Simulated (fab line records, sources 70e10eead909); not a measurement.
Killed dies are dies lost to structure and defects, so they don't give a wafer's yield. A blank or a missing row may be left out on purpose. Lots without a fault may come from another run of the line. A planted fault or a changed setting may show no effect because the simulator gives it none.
A struck lot beside a sound one | flow nand_harc | 22 steps out of a route of 1159
Sound: wafers L650.3, L650.4, L650.6. Struck: wafers L660.2, L660.3, L660.6. The cause comes at the end.
At each step with rows: each side's tool, then ch and its chambers, then its first start. Under that, the readings that differ: sound wafers | struck wafers | difference of the means | sigmas: that difference in standard deviations of wafers without a fault.
alike: readings whose means differ by less than 2 such deviations, and words and numbers that are the same on both sides. not compared: withheld readings, readings that some wafer has no value for, bounds like >300 that may hide the same value, and numbers for which the record gives no deviation and whose values overlap.
The two part at a step that has a row with sigmas, a row that says differs or no value, or rows on one side only. Numbers that don't overlap but have no deviation are shown without sigmas and don't part them. A reading that every wafer of one side lacks parts them only if that side has two wafers or more.

NHARC_P_CONTACT_CVD_23: deposits W, target thk 200 nm, time 557 s.
  sound on cvd_w-02 ch 0,1; struck on cvd_w-02 ch 0,1
  alike: heater_power_w, throttle_valve_pct
NHARC_P_CONTACT_CMP_24: polishes, t overpolish 30 s, target thk 200 nm.
  sound on cmp-02 ch 0,2, day 8 21:04; struck on cmp-01 ch 0,1,3, day 11 03:59
  alike: motor_current_A, overpolish_run_s, time_to_endpoint_s
  not compared: pad_life_wafers
then, 1 step without rows for these wafers: NHARC_P_CONTACT_SRD_26.
NHARC_P_CONTACT_INSPECT_27:
  sound on defect_inspect-02, day 8 21:27; struck on defect_inspect-02, day 11 04:20
  alike: raw_defect_count
then, 7 steps without rows for these wafers: NHARC_P_M0_DEP_00 (deposits SiOC, target thk 150 nm); NHARC_P_M0_DEHYDRATE_01 (time 120 s); NHARC_P_M0_HMDS_02 (time 30 s); NHARC_P_M0_COAT_33 (time 65 s); NHARC_P_M0_COAT_03 (resist thk 90 nm); NHARC_P_M0_SOFTBAKE_04 (time 55 s); NHARC_P_M0_EBR_05.
NHARC_P_M0_EXPOSE_06: exposes mask P M0, target cd 90 nm.
  sound on arfi_scanner-02 ch 0, day 8 22:21; struck on arfi_scanner-02 ch 0, day 11 05:07
  reading              | sound             | struck            | difference | sigmas
  exposure_dose_mJ_cm2 | 81.29 81.36 81.29 | 63.71 63.79 63.69 | -17.58     | -99 or more
  alike: mask
then, 2 steps without rows for these wafers: NHARC_P_M0_PEB_07 (peb time 65 s); NHARC_P_M0_DEVELOP_08 (develop time 35 s).
NHARC_P_M0_CD_MEAS_09: target cd 90 nm.
  sound on cd_sem-03 ch 0, day 8 22:29; struck on cd_sem-01 ch 0, day 11 05:15
  reading    | sound          | struck         | difference | sigmas
  cd_nm (nm) | 91.2 89.8 91.5 | 75.2 76.2 75.2 | -15.3      | -18
NHARC_P_M0_OVL_MEAS_10: pitch 180 nm.
  sound on overlay-02, day 8 22:34; struck on overlay-01, day 11 05:20
  reading           | sound          | struck      | difference | sigmas
  overlay_y_nm (nm) | -2.0 -1.9 -2.1 | 0.1 0.3 1.0 | +2.5       | +3
  alike: overlay_x_nm
NHARC_P_M0_INSPECT_11:
  sound on defect_inspect-01, day 8 22:37; struck on defect_inspect-02, day 11 05:23
  alike: raw_defect_count
NHARC_P_M0_DESCUM_14: chemistry O2, time 3 s.
  sound on rie_diel-03 ch 0,1,2, day 8 22:41; struck on rie_diel-03 ch 2,3, day 11 05:26
  reading               | sound             | struck            | difference | sigmas
  oes_product_au (a.u.) | 1.030 1.006 1.029 | 1.001 0.980 0.976 | -0.036     | -2
  model.P_M0.cd_nm (nm) | 91.99 90 90.91    | 75.24 76 75.28    | -15.46     |
  alike: chamber_pressure_mTorr, drypump_motor_current_A, rf_vpp_V, showerhead_plenum_p_Torr, throttle_valve_pct
  not compared: rf_hours_counter_h
NHARC_P_M0_ETCH_34: etches the open film in N2/H2, target depth 40 nm, overetch 12 nm, time 43.94 s.
  sound on rie_diel-03 ch 0,1,2, day 8 22:46; struck on rie_diel-03 ch 0,2,3, day 11 05:31
  alike: chamber_pressure_mTorr, drypump_motor_current_A, oes_product_au, rf_vpp_V, showerhead_plenum_p_Torr, throttle_valve_pct
  not compared: rf_hours_counter_h
NHARC_P_M0_ETCH_15: etches the open film in C4F8/Ar, target depth 150 nm, overetch 15 nm, time 82.5 s.
  sound on rie_diel-03 ch 0,1; struck on rie_diel-03 ch 0,3
  reading               | sound             | struck            | difference | sigmas
  model.P_M0.cd_nm (nm) | 92.11 89.49 90.82 | 75.87 76.78 75.43 | -14.78     |
  alike: chamber_pressure_mTorr, oes_product_au, rf_vpp_V
  not compared: rf_hours_counter_h
NHARC_P_M0_CD_MEAS_16:
  sound on cd_sem-02, day 8 23:01; struck on cd_sem-03, day 11 05:44
  reading    | sound          | struck         | difference | sigmas
  cd_nm (nm) | 92.2 89.9 90.9 | 75.8 76.8 75.3 | -15.0      | -13
NHARC_P_M0_STRIP_18: strips in N2/H2.
  sound on rie_diel-03 ch 0,1,2, day 8 23:05; struck on rie_diel-11 ch 0,2, day 11 05:50
  alike: chamber_pressure_mTorr, drypump_motor_current_A, oes_product_au, rf_vpp_V, showerhead_plenum_p_Torr, throttle_valve_pct
  not compared: rf_hours_counter_h

WHERE THEY PART
First at NHARC_P_M0_EXPOSE_06; last, within this record, at NHARC_P_M0_CD_MEAS_16. Later steps at which nothing parts them and some readings are alike: NHARC_P_M0_STRIP_18.

WHY: what the simulator had put in
Process parameter drift: arfi_scanner-02, from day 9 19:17 on, at NHARC_P_M0_EXPOSE_06. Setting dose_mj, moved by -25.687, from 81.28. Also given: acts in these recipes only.
